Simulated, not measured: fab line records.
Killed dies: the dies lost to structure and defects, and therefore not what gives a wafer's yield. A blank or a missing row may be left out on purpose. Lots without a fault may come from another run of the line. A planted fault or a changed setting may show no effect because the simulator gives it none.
fab line records    flow n5-finfet
record lots=9  wafers=27  last-day=20
route steps=1938 shown BEOL_M1@764 BEOL_M4@1111 PASSIVATION@1936
lots untouched by any fault: they come from a run of this same line in which no faults occurred
start-h: the number of hours between the record's first day and the start of the first shown wafer of the lot    wait-h: hours since the lot's step before    " the same as in the row above    L1.1+2: a row that stands for several wafers    - either no value or no given start    * or withheld: withheld    < > ~ a bound
route shown NAME@n: names a module that has steps shown in the file, with the first one's number in the route    usual: mean/standard deviation of fault-free wafers    same: alike in all rows    chamber/n: place in a boat    sites: per-site readings    _std_site: how widely they spread, as a standard deviation    _edge_site: outer sites' mean less inner sites'    radius-mm: how far each site lies from the wafer's centre    mask NAME#n: copy n    behind: the most recent tool/chamber to have shaped the wafer    hold: cause of the lot's hold/its duration in hours/its outcome    device: transistor that didn't switch, given as n, p or np    end of line: the tests these same wafers got at the end of their route    a step with no rows: only its recipe    killed: the dies lost at the first sort to structure and to defects; this is not the yield of the wafer    map: per-die view of a wafer (x killed, . not killed, _ where there is no die)
set.NAME: the setting the step ran with; set.NAME@STEP: the setting that earlier step ran with    model.NAME: the simulator's own value behind a step, which no gauge read
a sample of lots followed through the steps of the route, with each step as a table and each wafer as a row
services: the hour from which a tool's chamber was out of use, counted from the record's first day as start-h (under 0 if before that day), plus the number of hours and why
## steps
# step N5_BEOL_M1_CD_MEAS_11
# recipe target-cd-nm=17.05  landing-energy-ev=500  detector=se-inlens  polarity=opening
# usual cd-nm=17.07/0.2
lot.wafer  tool       chamber  start-h  wait-h  cd-nm
L816.4     cd-sem-01  0        151.68   -       17.10
L816.5     "          0        "        "       17.39
L816.6     "          0        "        "       17.69
L817.2     cd-sem-02  0        166.76   -       17.11
L817.3     "          0        "        "       16.96
L817.6     "          0        "        "       17.02
L819.1     cd-sem-01  0        172.61   -       17.25
L819.5     "          0        "        "       16.97
L819.6     "          0        "        "       17.05
L820.1     cd-sem-01  0        180.05   -       17.16
L820.4     "          0        "        "       16.93
L820.6     "          0        "        "       16.98
L821.2     cd-sem-01  0        184.15   -       16.90
L821.3     "          0        "        "       16.96
L821.5     "          0        "        "       16.90
L830.2     cd-sem-01  0        241.64   -       17.24
L830.3     "          0        "        "       17.05
L830.4     "          0        "        "       17.34
L831.2     cd-sem-02  0        244.73   -       17.29
L831.4     "          0        "        "       17.22
L831.5     "          0        "        "       17.18
L832.1     cd-sem-03  0        250.22   -       17.24
L832.3     "          0        "        "       17.36
L832.6     "          0        "        "       16.93
L834.1     cd-sem-01  0        279.90   -       16.95
L834.2     "          0        "        "       17.10
L834.5     "          0        "        "       16.77
# step N5_BEOL_M1_OVL_MEAS_12
# recipe points-per-wafer=522
# usual M1_OVL=-0.3/0.67
lot.wafer  tool        chamber  start-h  wait-h  M1_OVL[nm]
L816.4     overlay-01  0        151.72   0.0     -0.5
L816.5     "           0        "        "       -1.0
L816.6     "           0        "        "       -0.1
L817.2     overlay-02  0        166.80   0.0     -0.4
L817.3     "           0        "        "       0.7
L817.6     "           0        "        "       -0.3
L819.1     overlay-02  0        172.64   0.0     0.4
L819.5     "           0        "        "       -0.1
L819.6     "           0        "        "       -0.1
L820.1     overlay-01  0        180.09   0.0     -1.0
L820.4     "           0        "        "       -1.1
L820.6     "           0        "        "       -0.2
L821.2     overlay-02  0        184.19   0.0     -0.3
L821.3     "           0        "        "       0.7
L821.5     "           0        "        "       0.4
L830.2     overlay-02  0        241.68   0.0     0.0
L830.3     "           0        "        "       -0.1
L830.4     "           0        "        "       0.8
L831.2     overlay-02  0        244.77   0.0     1.1
L831.4     "           0        "        "       0.6
L831.5     "           0        "        "       -0.2
L832.1     overlay-01  0        250.25   0.0     -0.4
L832.3     "           0        "        "       -0.2
L832.6     "           0        "        "       -0.8
L834.1     overlay-01  0        279.93   0.0     0.7
L834.2     "           0        "        "       -0.3
L834.5     "           0        "        "       -0.3
# step N5_BEOL_M1_HM_OPEN_17
# recipe chemistry=Cl2/BCl3  target-depth-a=200  overetch-a=60  target=TiN  mask-material=SOC  ion-energy-ev=150  pressure-mtorr=10  icp-w=1000  bias-w=126  Cl2_flow_sccm=53.25  bcl3-flow-sccm=21.75  Ar_flow_sccm=25
# usual drypump-motor-current-A=5.7/0.39  oes-product-au=0.68/0.085  throttle-valve-pct=22.11/0.14
lot.wafer  tool          chamber  start-h  wait-h  drypump-motor-current-A  oes-product-au  rf-hours-counter-h  throttle-valve-pct
L816.4     rie-metal-01  0        152.24   0.1     5.5                      0.79            -                   22.09
L816.5     "             0        "        "       5.6                      0.79            -                   22.08
L816.6     "             1        "        "       6.2                      0.53            -                   22.23
L817.2     rie-metal-01  1        167.16   0.0     6.2                      0.52            128                 22.24
L817.3     "             1        "        "       6.2                      0.52            -                   22.24
L817.6     "             1        "        "       6.2                      0.52            -                   22.23
L819.1     rie-metal-01  1        172.98   0.0     6.2                      0.52            128                 22.24
L819.5     "             1        "        "       6.2                      0.52            -                   22.23
L819.6     "             0        "        "       5.6                      0.80            -                   22.09
L820.1     rie-metal-01  1        180.57   0.0     6.2                      0.52            128                 22.25
L820.4     "             1        "        "       6.2                      0.52            -                   22.23
L820.6     "             1        "        "       6.2                      0.52            -                   22.22
L821.2     rie-metal-03  0        184.83   0.0     4.9                      0.68            36                  22.36
L821.3     "             1        "        "       5.8                      0.67            -                   22.05
L821.5     "             1        "        "       5.8                      0.66            -                   22.04
L830.2     rie-metal-01  0        242.04   0.0     5.6                      0.75            11                  22.11
L830.3     "             0        "        "       5.6                      0.75            -                   22.10
L830.4     "             1        "        "       6.2                      0.82            -                   21.90
L831.2     rie-metal-02  1        245.10   0.0     5.5                      0.57            84                  22.08
L831.4     "             1        "        "       5.5                      0.57            -                   22.09
L831.5     "             0        "        "       6.0                      0.74            -                   22.00
L832.1     rie-metal-01  1        250.82   0.0     6.2                      0.81            2                   21.88
L832.3     "             0        "        "       5.6                      0.75            -                   22.11
L832.6     "             1        "        "       6.2                      0.81            -                   21.90
L834.1     rie-metal-03  1        280.27   0.0     5.8                      0.64            55                  22.07
L834.2     "             0        "        "       4.9                      0.65            46                  22.39
L834.5     "             0        "        "       4.9                      0.65            -                   22.37
# step N5_BEOL_M1_ETCHBACK_99
# recipe chemistry=CHF3  target=SiO2  target-depth-a=50  time-s=10.4  source-w=215  bias-w=47  Ar_flow_sccm=200  CHF3_flow_sccm=12  ion-energy-ev=100  pressure-mtorr=30
# usual CHF3_flow_sccm=12.01/0.035  bias-w=46.99/0.12  drypump-motor-current-A=5.8/0.55  oes_f_703_au=0.79/0.05  oes-product-au=0.79/0.058  rf-vpp-V=241.8/2.7  showerhead-plenum-p-Torr=2.15/0.069  throttle-valve-pct=16.97/0.18
lot.wafer  tool         chamber  start-h  wait-h  CHF3_flow_sccm  bias-w  drypump-motor-current-A  oes_f_703_au  oes-product-au  rf-hours-counter-h  rf-vpp-V  showerhead-plenum-p-Torr  throttle-valve-pct
L816.4     rie-diel-06  3        155.36   2.3     12.03           46.88   5.8                      0.81          0.80            97                  240.3     2.09                      17.18
L816.5     "            3        "        "       11.99           46.67   5.9                      0.80          0.80            -                   240.5     2.09                      17.17
L816.6     "            2        "        "       12.00           46.81   6.6                      0.70          0.69            -                   237.8     2.12                      17.28
L817.2     rie-diel-06  1        180.78   12.6    12.03           46.83   5.3                      0.80          0.81            88                  243.3     2.08                      16.97
L817.3     "            2        "        "       11.92           46.83   6.5                      0.69          0.70            234                 238.6     2.12                      17.27
L817.6     "            2        "        "       11.99           47.00   6.6                      0.70          0.70            -                   237.6     2.12                      17.29
L820.1     rie-diel-02  2        183.80   1.7     -               -       -                        -             -               -                   -         -                         -
L820.4     "            1        "        "       -               -       -                        -             -               -                   -         -                         -
L820.6     "            0        "        "       -               -       -                        -             -               -                   -         -                         -
L819.1     rie-diel-06  0        184.02   9.8     -               -       -                        -             -               -                   -         -                         -
L819.5     "            3        "        "       -               -       -                        -             -               -                   -         -                         -
L819.6     "            2        "        "       -               -       -                        -             -               -                   -         -                         -
L821.2     rie-diel-06  2        189.08   3.3     -               -       -                        -             -               -                   -         -                         -
L821.3     "            0        "        "       -               -       -                        -             -               -                   -         -                         -
L821.5     "            0        "        "       -               -       -                        -             -               -                   -         -                         -
L830.2     rie-diel-02  1        254.91   12.0    12.01           46.92   6.4                      0.83          0.84            54                  240.7     2.29                      17.00
L830.3     "            3        "        "       12.01           47.23   4.7                      0.80          0.80            84                  242.8     2.08                      16.75
L830.4     "            2        "        "       11.98           46.94   6.1                      0.78          0.80            88                  245.4     2.18                      17.15
L831.2     rie-diel-02  0        255.75   9.3     11.99           47.17   5.8                      0.78          0.80            115                 242.1     2.17                      16.75
L831.4     "            1        "        "       12.01           47.23   6.3                      0.82          0.85            55                  243.0     2.29                      16.98
L831.5     "            3        "        "       12.02           47.20   4.7                      0.80          0.81            -                   242.2     2.08                      16.76
L832.1     rie-diel-06  0        268.47   16.5    12.00           46.92   6.3                      0.69          0.67            253                 237.2     2.12                      17.01
L832.3     "            3        "        "       12.00           47.17   5.8                      0.77          0.76            131                 238.6     2.07                      17.25
L832.6     "            0        "        "       11.98           46.77   6.2                      0.70          0.67            -                   238.5     2.12                      17.02
L834.1     rie-diel-02  2        291.03   10.0    12.02           47.06   6.1                      0.77          0.78            99                  246.6     2.18                      17.18
L834.2     "            1        "        "       12.03           46.89   6.4                      0.82          0.83            64                  241.8     2.29                      17.01
L834.5     "            1        "        "       12.02           46.92   6.4                      0.83          0.83            -                   240.6     2.28                      17.02
# step N5_BEOL_M1_ETCH_70
# recipe chemistry=N2/H2  target=SOC  target-depth-a=800  overetch-a=160  mask-material=SiARC  temp-c=40  time-s=120  ion-energy-ev=200  pressure-mtorr=30  source-w=840  bias-w=150  n2-flow-sccm=200  h2-flow-sccm=200
# usual drypump-motor-current-A=5.8/0.55  oes-product-au=0.61/0.043  rf-vpp-V=523.8/2.2  showerhead-plenum-p-Torr=2.54/0.079  throttle-valve-pct=17.71/0.19
lot.wafer  tool         chamber  start-h  wait-h  drypump-motor-current-A  oes-product-au  rf-hours-counter-h  rf-vpp-V  showerhead-plenum-p-Torr  throttle-valve-pct
L816.4     rie-diel-06  3        155.40   0.0     5.8                      0.63            97                  521.5     2.46                      17.91
L816.5     "            3        "        "       5.9                      0.62            -                   522.3     2.46                      17.92
L816.6     "            2        "        "       6.6                      0.54            -                   522.9     2.50                      17.99
L817.2     rie-diel-06  1        180.82   0.0     5.2                      0.62            88                  521.5     2.47                      17.71
L817.3     "            2        "        "       6.6                      0.54            234                 523.4     2.50                      18.01
L817.6     "            2        "        "       6.6                      0.54            -                   522.2     2.50                      18.02
L820.1     rie-diel-02  2        183.84   0.0     6.1                      0.31            63                  525.0     2.58                      17.76
L820.4     "            1        "        "       6.4                      0.33            -                   527.6     2.70                      17.67
L820.6     "            0        "        "       5.8                      0.30            -                   523.8     2.56                      17.30
L819.1     rie-diel-06  0        184.06   0.0     6.2                      0.26            224                 525.4     2.52                      17.73
L819.5     "            3        "        "       5.8                      0.30            -                   521.5     2.46                      17.86
L819.6     "            2        "        "       6.6                      0.26            -                   524.6     2.50                      17.97
L821.2     rie-diel-06  2        189.11   0.0     6.6                      0.26            237                 522.7     2.50                      17.96
L821.3     "            0        "        "       6.2                      0.26            226                 522.6     2.52                      17.73
L821.5     "            0        "        "       6.2                      0.26            -                   522.5     2.52                      17.75
L830.2     rie-diel-02  1        254.95   0.0     6.4                      0.64            54                  528.7     2.69                      17.77
L830.3     "            3        "        "       4.7                      0.61            84                  522.4     2.47                      17.54
L830.4     "            2        "        "       6.1                      0.60            88                  525.1     2.57                      17.83
L831.2     rie-diel-02  0        255.79   0.0     5.8                      0.60            115                 522.1     2.55                      17.38
L831.4     "            1        "        "       6.4                      0.65            55                  527.2     2.69                      17.77
L831.5     "            3        "        "       4.7                      0.61            -                   521.7     2.47                      17.53
L832.1     rie-diel-06  0        268.51   0.0     6.2                      0.52            253                 524.6     2.51                      17.84
L832.3     "            3        "        "       5.8                      0.60            131                 521.5     2.45                      17.96
L832.6     "            0        "        "       6.2                      0.52            -                   523.5     2.51                      17.84
L834.1     rie-diel-02  2        291.07   0.0     6.1                      0.59            99                  524.6     2.56                      17.85
L834.2     "            1        "        "       6.4                      0.64            64                  528.5     2.69                      17.79
L834.5     "            1        "        "       6.4                      0.64            -                   527.3     2.69                      17.79
# step N5_BEOL_M4_RC_MEAS_101
# usual DIBL_N=36.6/1.1  DIBL_P=36.8/1.6  IOFF_N=0.169/0.024  IOFF_P=0.206/0.028  ION_N=679/9.2  ION_P=462/7  SS_N=71.6/0.57  SS_P=73.3/0.57  VT_N=248.8/2.4  VT_P=-251/3
lot.wafer  tool       chamber  start-h  wait-h  DIBL_N[mV/V]  DIBL_P[mV/V]  IOFF_N[nA/um]  IOFF_P[nA/um]  ION_N[uA/um]  ION_P[uA/um]  SS_N[mV/dec]  SS_P[mV/dec]  VT_N[mV]  VT_P[mV]
L816.4     prober-02  0        222.92   0.5     36.6          38.2          0.165          0.221          691           468           71.3          72.3          248.0     -249
L816.5     "          0        "        "       35.6          36.9          0.140          0.201          668           465           71.5          72.2          250.8     -251
L816.6     "          0        "        "       38.0          39.2          0.183          0.234          683           473           72.2          73.5          250.1     -248
L817.2     prober-01  0        233.59   0.2     37.4          38.7          0.190          0.251          677           464           71.4          73.9          244.4     -251
L817.3     "          0        "        "       38.6          38.5          0.212          0.245          680           461           72.2          74.0          247.3     -246
L817.6     "          0        "        "       37.8          38.2          0.190          0.239          691           466           71.9          74.2          246.7     -249
L830.2     prober-02  0        306.90   0.2     36.7          35.8          0.169          0.236          681           468           71.6          72.7          248.6     -248
L830.3     "          0        "        "       35.1          34.5          0.149          0.217          677           469           71.0          73.1          249.2     -249
L830.4     "          0        "        "       36.9          36.0          0.172          0.234          684           468           72.2          72.9          246.8     -248
L831.2     prober-02  0        316.62   0.2     36.3          37.4          0.169          0.221          673           466           71.8          73.9          249.2     -247
L831.4     "          0        "        "       35.4          36.6          0.160          0.210          678           466           72.1          73.6          249.0     -251
L831.5     "          0        "        "       35.3          36.5          0.150          0.212          672           466           72.1          73.2          253.6     -251
L832.1     prober-02  0        339.08   0.0     35.1          35.8          0.150          0.162          672           450           71.7          73.1          249.1     -257
L832.3     "          0        "        "       35.8          37.0          0.165          0.175          675           447           71.1          73.6          247.9     -255
L832.6     "          0        "        "       36.7          37.9          0.179          0.186          685           456           71.0          74.1          247.0     -256
L834.1     prober-02  0        349.03   0.0     35.9          36.9          0.140          0.171          673           455           70.7          72.8          255.4     -252
L834.2     "          0        "        "       36.3          37.3          0.143          0.179          675           460           71.4          72.9          252.2     -253
L834.5     "          0        "        "       37.0          38.6          0.157          0.190          675           461           71.6          72.7          250.8     -252
# step N5_PASSIVATION_PROBE_49
# usual defect-limited-yield=91.1/1.5  killed_at_M0_to_M3=36/11  killed_at_M4_up=14/5.6  killed-at-contacts=11/5.6  killed-at-front-end=40/12  killed-at-other=4/3.2  killed-dies=105/17  killed-on-rim=14/3.4  killed-open=69/12  killed-short=34/8.4  sort_bin_5_function=5.2/0.95  sort_bin_6_memory=3.3/0.63  sort-n-pass=1075/17  sort-yield-pct=91.1/1.5
# same gross-dies=1180  killed-at-back-side=0  sort_bin_4_leakage[%]=0  sort_bin_8_speed[%]=0
lot.wafer  tool       chamber  start-h  wait-h  defect-limited-yield[%]  killed_at_M0_to_M3  killed_at_M4_up  killed-at-contacts  killed-at-front-end  killed-at-other  killed-dies  killed-on-rim  killed-open  killed-short  sort_bin_5_function[%]  sort_bin_6_memory[%]  sort-n-pass  sort-yield-pct[%]
L820.1     prober-02  -        357.41   0.0     0                        1132                11               3                   33                   1                1180         152            51           27            97.1                    2.5                   0            0
L820.4     prober-02  -        357.56   0.2     0                        1117                13               12                  32                   6                1180         152            60           30            96.0                    3.6                   0            0
L820.6     prober-02  -        357.66   0.3     0                        1115                8                16                  40                   1                1180         152            70           31            96.9                    3.0                   0            0
L819.1     prober-02  -        363.07   0.0     0                        1096                26               12                  40                   6                1180         152            96           34            96.0                    3.6                   0            0
L819.5     prober-02  -        363.27   0.2     0                        1122                23               7                   23                   5                1180         152            64           27            97.1                    2.8                   0            0
L819.6     prober-02  -        363.32   0.3     0                        1092                20               11                  55                   2                1180         152            95           42            95.0                    4.3                   0            0
L821.2     prober-01  -        367.47   0.1     0                        1130                14               8                   28                   0                1180         152            57           34            96.8                    3.1                   0            0
L821.3     prober-01  -        367.52   0.1     0                        1115                16               6                   41                   2                1180         152            67           43            96.2                    3.5                   0            0
L821.5     prober-01  -        367.62   0.2     0                        1121                9                7                   39                   4                1180         152            61           50            95.6                    3.6                   0            0
# killed by level:class
L820.1 BEOL_M1:area-etchback=1099 BEOL_M0_SAQP:geometric-particle:open=10 FIN_SAQP:geometric-particle:open=7 BEOL_M0_SAQP:geometric-particle:short=7 FIN_SAQP:geometric-particle:short=6 BEOL_M2:geometric-particle:open=5 BEOL_M3:geometric-particle:open=5 STI_FIN_REVEAL:geometric-particle:open=4
L820.4 BEOL_M1:area-etchback=1085 BEOL_M0_SAQP:geometric-particle:short=9 BEOL_M3:geometric-particle:open=9 MOL_CONTACT_COAG:geometric-particle:open=8 DUMMY_GATE:geometric-particle:open=7 FIN_SAQP:geometric-particle:open=6 BEOL_M0_SAQP:geometric-particle:open=5 BEOL_M4:geometric-particle:open=5
L820.6 BEOL_M1:area-etchback=1079 FIN_SAQP:geometric-particle:short=14 MOL_CONTACT_COAG:geometric-particle:open=14 BEOL_M1:geometric-particle:open=10 STI_FIN_REVEAL:geometric-particle:open=9 FIN_SAQP:geometric-particle:open=7 BEOL_M0_SAQP:geometric-particle:open=7 BEOL_M3:geometric-particle:open=7
L819.1 BEOL_M1:area-etchback=1050 BEOL_M4:geometric-particle:open=15 BEOL_M0_SAQP:geometric-particle:open=12 MOL_CONTACT_COAG:geometric-particle:open=11 FIN_SAQP:geometric-particle:open=10 STI_FIN_REVEAL:geometric-particle:open=10 BEOL_M0_SAQP:geometric-particle:short=9 BEOL_M1:geometric-particle:open=8
L819.5 BEOL_M1:area-etchback=1088 BEOL_M4:geometric-particle:open=13 BEOL_M2:geometric-particle:open=8 MOL_CONTACT_COAG:geometric-particle:open=7 BEOL_M0_SAQP:geometric-particle:short=7 BEOL_M0_SAQP:geometric-particle:open=7 BEOL_M1:geometric-particle:open=7 FIN_SAQP:geometric-particle:open=5
L819.6 BEOL_M1:area-etchback=1042 STI_FIN_REVEAL:geometric-particle:open=23 FIN_SAQP:geometric-particle:open=13 BEOL_M0_SAQP:geometric-particle:short=13 MOL_CONTACT_COAG:geometric-particle:open=9 BEOL_M4:geometric-particle:open=9 BEOL_M0_SAQP:geometric-particle:open=8 BEOL_M1:geometric-particle:open=6
L821.2 BEOL_M1:area-etchback=1088 BEOL_M0_SAQP:geometric-particle:short=11 BEOL_M3:geometric-particle:open=10 FIN_SAQP:geometric-particle:short=7 MOL_CONTACT_COAG:geometric-particle:open=7 BEOL_M2:geometric-particle:open=6 BEOL_M4:geometric-particle:open=6 BEOL_M0_SAQP:geometric-particle:open=5
L821.3 BEOL_M1:area-etchback=1068 BEOL_M3:geometric-particle:open=17 FIN_SAQP:geometric-particle:short=16 FIN_SAQP:geometric-particle:open=10 BEOL_M0_SAQP:geometric-particle:short=8 BEOL_M4:geometric-particle:open=7 BEOL_M0_SAQP:geometric-particle:open=6 MOL_CONTACT_COAG:geometric-particle:open=4
L821.5 BEOL_M1:area-etchback=1069 BEOL_M0_SAQP:geometric-particle:short=14 FIN_SAQP:geometric-particle:open=12 FIN_SAQP:geometric-particle:short=12 BEOL_M0_SAQP:geometric-particle:open=9 BEOL_M1:geometric-particle:open=9 MOL_CONTACT_COAG:geometric-particle:open=5 BEOL_M2:geometric-particle:short=5
## services
tool          chamber  start-h  hours  kind
rie-diel-06   2        128.81   12.8   repair
rie-diel-06   -        143.51   0.7    repair
rie-diel-02   3        173.20   15.3   repair
rie-metal-03  0        173.53   3.5    repair
rie-metal-03  0        179.32   4.5    repair
rie-diel-02   0        191.16   13.6   repair
rie-metal-01  1        206.10   -      clean
rie-metal-01  1        206.10   26.7   scheduled-down
rie-metal-01  1        206.10   26.7   vent-cycle
rie-diel-06   2        235.12   -      clean
rie-diel-06   2        235.12   -      consumable-replace:focus-ring
rie-diel-06   2        235.12   34.8   scheduled-down
rie-diel-06   2        235.12   34.8   vent-cycle
rie-diel-06   0        269.92   -      clean
rie-diel-06   0        269.92   -      consumable-replace:focus-ring
rie-diel-06   0        269.92   19.5   scheduled-down
rie-diel-06   0        269.92   19.5   vent-cycle
rie-metal-03  -        270.81   0.8    repair
rie-metal-01  -        272.06   14.6   pm
## key
first-sign step=N5_BEOL_M1_ETCHBACK_99  reading=tool-record  direction=missing
effect step=N5_BEOL_M1_ETCH_70  reading=oes-product-au  direction=down  sigmas=7.6  usual=0.61  struck=0.28
effect step=N5_PASSIVATION_PROBE_49  reading=killed_at_M0_to_M3  direction=up  sigmas=98  usual=36  struck=1116
more-kills-born-at N5_BEOL_M1_ETCHBACK_99@rie-diel-06=6405  N5_BEOL_M1_ETCHBACK_99@rie-diel-02=3263
met-at N5_BEOL_M1_ETCHBACK_99
struck-lots L819,L820,L821
later-rows-left-out L819.1,L819.5,L819.6,L820.1,L820.4,L820.6,L821.2,L821.3,L821.5
not-acting-at N5_BEOL_M1_CD_MEAS_11,N5_BEOL_M1_OVL_MEAS_12,N5_BEOL_M1_HM_OPEN_17
onset-between 180.78 183.80
fault kind=skipped-step-whole  tool=rie-diel-02,rie-diel-06  chamber=-  onset-h=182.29  steps=N5_BEOL_M1_ETCHBACK_99  scope=struck-lots-only
# later-rows-left-out: the simulator's readings of these wafers behind a module that went badly wrong aren't trusted and aren't shown, but for the sort
